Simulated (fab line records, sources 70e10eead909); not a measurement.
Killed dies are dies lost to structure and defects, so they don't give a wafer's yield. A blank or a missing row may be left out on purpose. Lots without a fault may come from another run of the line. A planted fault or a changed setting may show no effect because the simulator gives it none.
fab line records | flow nand_harc
record lots=7 wafers=21 last_day=33
route steps=1302 shown A_CHANNEL_HOLE_D1@482 A_CHANNEL_FILL_D1@490 END@1302
lots that met no fault: from a run of the same line without faults
start_h: hours from the record's first day to the start of the lot's first wafer shown | wait_h: hours since the lot's step before | " the same as in the row above | L1.1+2: a row that stands for several wafers | - no value, or no start given | * or withheld: withheld | < > ~ a bound
route shown NAME@n: a module of which the file shows steps, and the number in the route of the first | usual: mean/standard deviation of fault-free wafers | same: alike in all rows | chamber/n: place in a boat | sites: the reading at each site | _std_site: their standard deviation | _edge_site: outer sites' mean less inner sites' | radius_mm: how far each site lies from the wafer's centre | mask NAME#n: copy n | behind: the tool/chamber that last shaped the wafer | hold: why the lot was held/for how many hours/how that ended | device: the transistor (n, p or np) that didn't switch | end of line: the same wafers' tests at the end of the route | a step without rows: its recipe alone | killed: dies lost to structure and defects at the first sort, not the wafer's yield | map: a wafer's dies, x killed, . not, _ none there
set.NAME: the setting as run; set.NAME@STEP: as run at that earlier step | model.NAME: the simulator's own value behind a step, which no gauge read
lots at some steps of the route; a table a step, a row a wafer
services: from which hour (start_h, from the record's first day; less than 0 if before it) a tool's chamber was out of use, for how many hours, and why
## steps
# step NHARC_A_CHANNEL_HOLE_D1_STRIP_43
# recipe o2_flow_sccm=400 cos_flow_sccm=20 ar_flow_sccm=0 bias_w=0 chemistry=O2/COS
# step NHARC_A_CHANNEL_HOLE_D1_ETCH_44
# recipe target_depth_a=1400 overetch_a=140 time_s=77 ion_energy_ev=100 cf4_flow_sccm=80 o2_flow_sccm=20 ar_flow_sccm=0 rf_w=300 bias_w=100 chemistry=CF4/O2
# usual bias_w=99.98/0.29 drypump_motor_current_A=5.6/0.44 oes_ar_750_au=1.000/0.0044 oes_product_au=0.997/0.0086 rf_vpp_V=198.2/1.2 showerhead_plenum_p_Torr=1.35/0.043 throttle_valve_pct=13.396/0.0084
# columns lot.wafer tool chamber start_h wait_h bias_w drypump_motor_current_A oes_ar_750_au oes_product_au rf_hours_counter_h rf_vpp_V showerhead_plenum_p_Torr throttle_valve_pct
L214.3 rie_diel-06 1 227.49 0.0 99.51 6.4 0.995 1.002 30 195.8 1.24 13.395
L214.2 " 3 " " 100.19 6.5 0.992 0.994 36 199.6 1.43 13.397
L214.6 " 2 " " 100.09 6.4 0.992 0.986 - 196.9 1.37 13.394
L215.3 rie_diel-07 2 234.02 0.1 100.20 5.1 0.993 0.997 11 197.1 1.31 13.393
L215.2 " 3 " " 99.44 5.4 0.999 0.985 12 198.2 1.40 13.382
L215.1 " 0 " " 99.92 5.3 0.993 1.007 12 198.4 1.32 13.391
L218.4 rie_diel-07 3 260.23 0.1 100.53 5.5 1.002 0.988 14 197.1 1.40 13.401
L218.1 " 0 " " 100.63 5.2 1.004 1.006 14 197.0 1.32 13.401
L218.3 " 1 " " 99.69 5.9 0.999 1.002 14 198.2 1.36 13.400
L217.4 rie_diel-06 0 260.38 0.1 99.95 6.0 1.000 0.992 40 197.0 1.33 13.393
L217.1 " 1 " " 99.80 6.4 1.000 0.993 38 196.1 1.24 13.400
L217.5 " 3 " " 100.00 6.5 0.993 0.993 - 199.7 1.42 13.395
L220.3 rie_diel-06 0 288.30 0.1 99.83 6.0 1.002 1.002 50 197.7 1.33 13.391
L220.1 " 2 " " 100.35 6.5 1.002 0.998 55 198.7 1.37 13.387
L220.5 " 0 " " 99.93 6.0 1.004 1.003 - 197.9 1.33 13.388
L229.4 rie_diel-07 1 378.78 0.1 100.19 5.9 0.996 0.997 7 197.9 1.36 13.391
L229.2 " 3 " " 100.02 5.5 0.999 0.973 6 199.1 1.39 13.378
L229.6 " 1 " " 100.03 5.9 1.000 1.008 - 198.2 1.36 13.400
L232.2 rie_diel-07 2 407.07 0.1 99.47 5.1 1.004 1.001 10 197.7 1.31 13.391
L232.1 " 3 " " 99.96 5.4 0.996 0.979 8 199.5 1.39 13.405
L232.6 " 0 " " 100.15 5.3 1.006 1.013 - 197.1 1.32 13.401
# step NHARC_A_CHANNEL_HOLE_D1_STRIP_27
# recipe o2_flow_sccm=500 ar_flow_sccm=0 bias_w=0 chemistry=O2
# usual drypump_motor_current_A=5.6/0.44 oes_product_au=0.997/0.0076 rf_vpp_V=57.8/0.85 showerhead_plenum_p_Torr=3.56/0.11 throttle_valve_pct=17.038/0.0089
# same bias_w=0
# columns lot.wafer tool chamber start_h wait_h drypump_motor_current_A oes_product_au rf_hours_counter_h rf_vpp_V showerhead_plenum_p_Torr throttle_valve_pct
L214.3 rie_diel-06 3 - - 6.5 0.992 36 57.6 3.76 17.037
L214.2 " 0 " " 6.0 1.001 30 59.0 3.53 17.049
L214.6 " 2 " " 6.5 0.995 - 57.2 3.63 17.053
L215.3 rie_diel-07 3 - - 5.5 0.999 12 59.0 3.68 17.045
L215.1 " 0 " " 5.3 1.006 12 57.2 3.49 17.026
L215.2 " 2 " " 5.1 0.997 11 57.4 3.47 17.038
L218.3 rie_diel-07 3 - - 5.5 0.984 14 58.9 3.68 17.036
L218.4 " 0 " " 5.3 1.008 14 56.7 3.49 17.039
L218.1 " 1 " " 5.8 1.011 14 57.8 3.59 17.051
L217.1 rie_diel-06 0 - - 6.0 1.008 40 58.7 3.52 17.043
L217.4 " 1 " " 6.4 0.999 38 58.2 3.29 17.024
L217.5 " 3 " " 6.5 0.994 - 58.8 3.75 17.035
L220.3 rie_diel-06 3 - - 6.5 0.994 56 59.2 3.75 17.051
L220.1 " 0 " " 6.0 0.999 50 56.5 3.52 17.031
L220.5 " 2 " " 6.5 0.993 - 57.7 3.62 17.036
L229.2 rie_diel-07 3 - - 5.5 0.981 6 59.3 3.68 17.027
L229.4 " 1 " " 5.9 0.997 7 56.8 3.58 17.039
L229.6 " 3 " " 5.5 0.987 - 56.0 3.68 17.032
L232.2 rie_diel-07 3 - - 5.5 0.993 9 59.0 3.68 17.047
L232.1 " 1 " " 5.8 1.007 10 58.0 3.58 17.030
L232.6 " 2 " " 5.1 1.006 - 57.6 3.46 17.033
# step NHARC_A_CHANNEL_HOLE_D1_PRECLEAN_28
# recipe time_s=* temp_c=50 bath_age_min=0 chemistry=SC1
# step NHARC_A_CHANNEL_HOLE_D1_SRD_29
# step NHARC_A_CHANNEL_HOLE_D1_CD_MEAS_30
# usual cd_nm=90.4/1.1
# columns lot.wafer tool chamber start_h wait_h cd_nm
L214.2 cd_sem-01 - 228.30 - 90.2
L214.3 " - " " 91.2
L214.6 " - " " 90.4
L215.1 cd_sem-01 - 234.81 - 91.8
L215.2 " - " " 92.1
L215.3 " - " " 90.3
L218.1 cd_sem-03 - 261.02 - 88.9
L218.3 " - " " 90.7
L218.4 " - " " 90.7
L217.1 cd_sem-03 - 261.17 - 91.3
L217.4 " - " " 89.8
L217.5 " - " " 89.0
L220.1 cd_sem-02 - 289.52 - 90.7
L220.3 " - " " 90.3
L220.5 " - " " 90.2
L229.2 cd_sem-01 - 379.56 - 89.8
L229.4 " - " " 89.6
L229.6 " - " " 90.4
L232.1 cd_sem-03 - 407.84 - 90.6
L232.2 " - " " 91.9
L232.6 " - " " 90.8
# step NHARC_A_CHANNEL_HOLE_D1_XSEM_31
# recipe landing_energy_ev=35000
# step NHARC_A_CHANNEL_HOLE_D1_INSPECT_40
# usual raw_defect_count=72/28
# columns lot.wafer tool chamber start_h wait_h raw_defect_count
L214.2 defect_inspect-01 - 228.48 - 121
L214.3 " - " " 100
L214.6 " - " " 118
L215.1 defect_inspect-02 - 235.00 - 57
L215.2 " - " " 44
L215.3 " - " " 39
L218.1 defect_inspect-01 - 261.22 - 107
L218.3 " - " " 110
L218.4 " - " " 92
L217.1 defect_inspect-02 - 261.36 - 32
L217.4 " - " " 18
L217.5 " - " " 23
L220.1 defect_inspect-02 - 289.71 - 50
L220.3 " - " " 38
L220.5 " - " " 46
L229.2 defect_inspect-02 - 379.75 - 55
L229.4 " - " " 33
L229.6 " - " " 54
L232.1 defect_inspect-01 - 408.03 - 61
L232.2 " - " " 44
L232.6 " - " " 78
# step NHARC_A_CHANNEL_FILL_D1_PRECLEAN_00
# recipe time_s=* temp_c=50 bath_age_min=0 chemistry=SC1
# step NHARC_A_CHANNEL_FILL_D1_SRD_01
# step NHARC_A_CHANNEL_FILL_D1_ALD_02
# recipe target_thk_a=60 pulse_time_s=10 ald_cycles=60 temp_c=300 material=SiO2
# usual ald_cycles=60/0 heater_power_w=488/73 precursor_pulse_height_rel=1.000/0.02
# same pulse_time_s=10
# columns lot.wafer tool chamber start_h wait_h ald_cycles heater_power_w precursor_pulse_height_rel
L214.2 ald_hk-03 1 228.67 - 60 579 0.989
L214.3 " 2 " " 60 470 0.992
L214.6 " 2 " " 60 477 1.005
L215.3 ald_hk-04 3 235.26 - 60 544 0.985
L215.2 " 0 " " 60 492 0.967
L215.1 " 1 " " 60 435 1.032
L218.3 ald_hk-02 3 261.45 0.1 60 405 1.008
L218.4 " 1 " " 60 451 0.995
L218.1 " 2 " " 60 434 0.995
L217.4 ald_hk-02 0 261.87 - 60 670 0.979
L217.1 " 2 " " 60 439 1.029
L217.5 " 0 " " 60 658 1.024
L220.3 ald_hk-02 3 289.97 - 60 398 1.004
L220.1 " 0 " " 60 647 0.980
L220.5 " 2 " " 60 451 1.012
L229.4 ald_hk-02 3 379.94 - 60 398 1.006
L229.2 " 0 " " 60 637 0.967
L229.6 " 0 " " 60 631 1.027
L232.1 ald_hk-04 2 408.30 - 60 471 0.994
L232.2 " 3 " " 60 495 1.010
L232.6 " 2 " " 60 475 0.972
# step NHARC_A_CHANNEL_FILL_D1_ALD_03
# recipe target_thk_a=60 pulse_time_s=60 ald_cycles=58 temp_c=630 pressure_torr=2 material=SiNx
# usual ald_cycles=58/0 precursor_pulse_height_rel=1.000/0.022
# same pulse_time_s=60
# columns lot.wafer tool chamber start_h wait_h ald_cycles precursor_pulse_height_rel
L214.2 ald_sin_batch-01 0 - - 58 0.996
L214.3 " 0 " " 58 0.984
L214.6 " 0 " " 58 0.974
L215.1 ald_sin_batch-01 0 - - 58 0.995
L215.2 " 0 " " 58 1.000
L215.3 " 0 " " 58 0.979
L217.1 ald_sin_batch-01 0 - - 58 0.978
L217.4 " 0 " " 58 1.028
L217.5 " 0 " " 58 1.030
L218.1 ald_sin_batch-01 0 - - 58 1.009
L218.3 " 0 " " 58 1.007
L218.4 " 0 " " 58 0.996
L220.1 ald_sin_batch-03 0 - - 58 0.982
L220.3 " 0 " " 58 1.023
L220.5 " 0 " " 58 0.995
L229.2 ald_sin_batch-01 0 - - 58 0.980
L229.4 " 0 " " 58 0.985
L229.6 " 0 " " 58 1.006
L232.1 ald_sin_batch-02 0 - - 58 1.055
L232.2 " 0 " " 58 0.975
L232.6 " 0 " " 58 0.972
# step NHARC_A_CHANNEL_FILL_D1_ALD_14
# recipe target_thk_a=25 pulse_time_s=10 ald_cycles=25 temp_c=300 material=SiO2
# usual ald_cycles=25/0 heater_power_w=479/70 precursor_pulse_height_rel=1.002/0.021
# same pulse_time_s=10
# columns lot.wafer tool chamber start_h wait_h ald_cycles heater_power_w precursor_pulse_height_rel
L214.2 ald_hk-04 0 235.73 0.1 25 484 0.984
L214.3 " 1 " " 25 421 1.004
L214.6 " 3 " " 25 527 1.042
L215.1 ald_hk-04 3 242.21 0.0 25 534 1.014
L215.2 " 0 " " 25 503 1.028
L215.3 " 1 " " 25 434 1.006
L218.3 ald_hk-04 1 269.97 1.6 26 412 1.000
L218.4 " 3 " " 26 485 1.025
L218.1 " 0 " " 26 494 1.015
L217.1 ald_hk-04 2 270.22 1.9 26 458 0.994
L217.4 " 0 " " 26 497 0.991
L217.5 " 2 " " 26 469 1.000
L220.1 ald_hk-04 1 296.97 0.0 26 413 0.999
L220.3 " 2 " " 26 478 1.009
L220.5 " 2 " " 26 481 1.019
L229.2 ald_hk-02 2 386.99 0.1 25 431 1.021
L229.4 " 3 " " 25 397 0.981
L229.6 " 1 " " 25 426 0.974
L232.2 ald_hk-02 3 412.95 0.3 25 389 1.023
L232.1 " 1 " " 25 419 1.015
L232.6 " 3 " " 25 398 0.986
# step NHARC_A_CHANNEL_FILL_D1_ALD_15
# recipe target_thk_a=20 pulse_time_s=60 ald_cycles=19 temp_c=630 pressure_torr=2 material=SiNx
# usual ald_cycles=19/0 precursor_pulse_height_rel=1.002/0.019
# same pulse_time_s=60
# columns lot.wafer tool chamber start_h wait_h ald_cycles precursor_pulse_height_rel
L214.2 ald_sin_batch-03 0 - - 19 0.967
L214.3 " 0 " " 19 1.016
L214.6 " 0 " " 19 0.997
L215.1 ald_sin_batch-01 0 - - 19 0.987
L215.2 " 0 " " 19 1.010
L215.3 " 0 " " 19 1.025
L217.1 ald_sin_batch-01 0 - - 19 1.010
L217.4 " 0 " " 19 1.024
L217.5 " 0 " " 19 1.025
L218.1 ald_sin_batch-01 0 - - 19 0.996
L218.3 " 0 " " 19 0.998
L218.4 " 0 " " 19 0.982
L220.1 ald_sin_batch-02 0 - - 19 0.984
L220.3 " 0 " " 19 0.989
L220.5 " 0 " " 19 1.020
L229.2 ald_sin_batch-02 0 - - 19 1.003
L229.4 " 0 " " 19 0.959
L229.6 " 0 " " 19 1.036
L232.1 ald_sin_batch-01 0 - - 19 1.022
L232.2 " 0 " " 19 1.020
L232.6 " 0 " " 19 1.023
# step NHARC_END_SORT_01
# recipe temp_c=25
# usual killed_at_array=52/17 killed_at_other=0.8/1.1 killed_at_periphery=3.2/2.2 killed_dies=57/17 killed_open=3.4/1.8 killed_short=2.4/1.6
# same gross_dies=677
# columns lot.wafer tool chamber start_h wait_h killed_at_array killed_at_other killed_at_periphery killed_dies killed_open killed_short
L214.2 prober-02 0 600.03 2.8 92 2 1 95 6 3
L214.3 prober-02 0 600.83 3.1 63 1 1 65 0 4
L214.6 prober-02 0 603.21 4.0 69 0 3 72 4 1
L215.1 prober-01 0 619.46 2.5 42 0 4 46 5 3
L215.2 prober-01 0 620.26 2.8 38 1 3 42 3 2
L215.3 prober-01 0 621.06 3.1 40 0 1 41 4 2
# killed by level:class
L214.2 A_SLIT:chamber_film_flake=28 A_CHANNEL_HOLE_D1:chamber_film_flake=27 A_CHANNEL_HOLE_D2:chamber_film_flake=11 A_CONTACT:chamber_film_flake=6 A_STAIRCASE:chamber_film_flake=4 A_ONON_D1:geometric_particle:open=3 A_M0:chamber_film_flake=3 A_ONON_D1:geometric_particle:short=2
L214.3 A_CHANNEL_HOLE_D1:chamber_film_flake=25 A_SLIT:chamber_film_flake=19 A_CONTACT:chamber_film_flake=5 A_M0:chamber_film_flake=4 A_STAIRCASE:chamber_film_flake=2 A_CHANNEL_HOLE_D2:chamber_film_flake=2 A_SGD_CUT:chamber_film_flake=2 A_CHANNEL_HOLE_D1:geometric_particle:short=1
L214.6 A_CHANNEL_HOLE_D1:chamber_film_flake=27 A_SLIT:chamber_film_flake=22 A_CHANNEL_HOLE_D2:chamber_film_flake=9 A_M0:chamber_film_flake=4 A_ZERO_WELL:chamber_film_flake=2 P_CONTACT:geometric_particle:open=1 A_ONON_D1:geometric_particle:open=1 A_CHANNEL_FILL_D1:geometric_particle:open=1
L215.1 A_SLIT:chamber_film_flake=25 A_CHANNEL_HOLE_D1:chamber_film_flake=5 A_CHANNEL_HOLE_D2:chamber_film_flake=5 P_CONTACT:geometric_particle:open=2 A_DECK1_JOINT:chamber_film_flake=2 P_STI:geometric_particle:short=1 P_M1:geometric_particle:open=1 A_ONON_D1:geometric_particle:short=1
L215.2 A_SLIT:chamber_film_flake=18 A_CHANNEL_HOLE_D2:chamber_film_flake=7 A_CHANNEL_HOLE_D1:chamber_film_flake=4 A_CONTACT:chamber_film_flake=3 A_WL_FILL:chamber_film_flake=2 P_CONTACT:geometric_particle:open=1 P_M0:geometric_particle:short=1 A_DECK1_JOINT:geometric_particle:open=1
L215.3 A_SLIT:chamber_film_flake=19 A_CHANNEL_HOLE_D2:chamber_film_flake=12 A_CHANNEL_HOLE_D1:geometric_particle:open=1 A_CHANNEL_FILL_D1:geometric_particle:open=1 A_DECK1_JOINT:geometric_particle:short=1 A_WL_FILL:geometric_particle:open=1 A_BLC:geometric_particle:short=1 A_BLC:geometric_particle:open=1
## services
# columns tool chamber start_h hours kind
ald_hk-03 - 212.00 10.0 pm
rie_diel-07 0 224.25 - clean
rie_diel-07 1 224.25 - clean
rie_diel-07 2 224.25 - clean
rie_diel-07 3 224.25 - clean
rie_diel-07 0 248.75 - clean
rie_diel-07 1 248.75 - clean
rie_diel-07 2 248.75 - clean
rie_diel-07 3 248.75 - clean
ald_hk-04 - 254.74 10.0 pm
rie_diel-06 2 265.23 6.5 repair
ald_sin_batch-02 - 266.00 26.0 pm
rie_diel-07 0 273.25 - clean
rie_diel-07 1 273.25 - clean
rie_diel-07 3 283.61 12.9 repair
ald_hk-03 - 285.11 0.9 repair
rie_diel-07 - 294.25 9.0 pm
ald_hk-02 - 295.90 0.6 repair
rie_diel-06 - 307.64 9.0 pm
ald_hk-03 - 308.04 0.8 repair
rie_diel-06 2 342.41 6.6 repair
ald_hk-02 - 348.75 10.0 pm
rie_diel-07 - 383.54 0.1 repair
ald_hk-03 - 390.00 10.0 pm
## key
first_sign step=NHARC_A_CHANNEL_FILL_D1_ALD_14 reading=ald_cycles direction=up sigmas=99+ usual=25 struck=26
effect none on later readings
met_at NHARC_A_CHANNEL_FILL_D1_ALD_14
struck_wafers L217.1,L217.4,L217.5,L218.1,L218.3,L218.4,L220.1,L220.3,L220.5
tester_left_out L217,L218,L220
fault kind=process_parameter_drift tool=ald_hk-04 chamber=- onset_h=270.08 steps=NHARC_A_CHANNEL_FILL_D1_ALD_14 channel=ald_cycles offset=1 shape=step end_h=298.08 acts_in=these_recipes_only stated=25
# tester_left_out: of these lots the tester's yield and bins aren't shown, on N5 and GAA mostly nor the transistor test; their killed dies are dies lost to structure and defects alone, not to doping, threshold or leakage, so they don't give the yield
